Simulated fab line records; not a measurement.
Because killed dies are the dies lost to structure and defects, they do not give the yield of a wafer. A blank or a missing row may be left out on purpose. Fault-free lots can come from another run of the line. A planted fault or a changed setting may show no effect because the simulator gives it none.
Chamber matching ; flow nandHarc ; NHARC_A_STAIRCASE_DESCUM_291 on rieDiel-13: 4 sister chambers
The step chemistry O2, time 3 s. 20 wafers are shown with their chamber, then 10 later ones without.

## WAFERS PAIRED WITH THEIR CHAMBERS
wafer;chamber;showerheadPlenumPTorr (Torr);drypumpMotorCurrentA (A);rfVppV (V)
L074.1;2;1.84;5.6;58.6
L074.3;0;1.83;5.1;57.3
L074.4;3;1.95;5.7;58.6
L078.1;2;1.84;5.7;55.1
L078.3;3;1.94;5.7;57.7
L078.6;0;1.83;5.1;58.5
L081.2;2;1.84;5.7;56.4
L081.3;3;1.94;5.7;58.5
L081.4;1;1.92;5.6;57.2
L088.2;3;1.94;5.7;57.4
L088.3;2;1.83;5.7;55.2
L088.4;1;1.92;5.6;56.6
L087.2;2;1.83;5.7;59.1
L087.3;3;1.94;5.7;56.9
L087.5;3;1.94;5.7;57.6
L086.1;1;1.92;5.5;58.7
L086.3;0;1.82;5.1;58.0
L086.5;1;1.92;5.6;58.3
L085.3;2;1.83;5.7;57.1
L085.4;3;1.94;5.7;57.3

SIGNATURES, as means of the wafers listed above
reading;chamber 0;chamber 1;chamber 2;chamber 3;scatter within a chamber
showerheadPlenumPTorr;1.8267;1.9200;1.8350;1.9414;0.00435
drypumpMotorCurrentA;5.100;5.575;5.683;5.700;0.0315
rfVppV;57.933;57.700;56.917;57.714;1.12
Rule: a wafer lies at a distance from a chamber equal to the root of the sum of squares, over the readings, of (its reading less the chamber's mean, divided by the reading's scatter). If the next closest chamber is less than 2 further off than the closest, the wafer can't be placed; otherwise it belongs to the closest. The scatter is the square root of a quotient: the sum, over the shown wafers, of each reading's squared deviation from its chamber's mean, divided by wafers minus chambers.

## WAFERS WHOSE CHAMBER IS MISSING
wafer;showerheadPlenumPTorr (Torr);drypumpMotorCurrentA (A);rfVppV (V)
L085.5;1.94;5.7;58.3
L093.1;1.93;5.7;57.7
L093.3;1.83;5.7;58.8
L093.5;1.93;5.8;57.8
L097.1;1.91;5.6;56.6
L097.2;1.81;5.1;56.4
L097.5;1.93;5.7;59.5
L095.1;1.83;5.7;56.3
L095.4;1.81;5.1;55.1
L095.6;1.93;5.7;59.5

## WHICH CHAMBER EACH ONE RAN IN
wafer;from the rows above;in truth
L085.5;3;3
L093.1;can't be placed: 3 or 1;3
L093.3;2;2
L093.5;3;3
L097.1;1;1
L097.2;0;0
L097.5;can't be placed: 3 or 1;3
L095.1;2;2
L095.4;0;0
L095.6;can't be placed: 3 or 1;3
Placed correctly: 7 of 10. Can't be placed from these rows: 3 (the true chamber is among the candidates in 3). Number placed wrongly: 0.
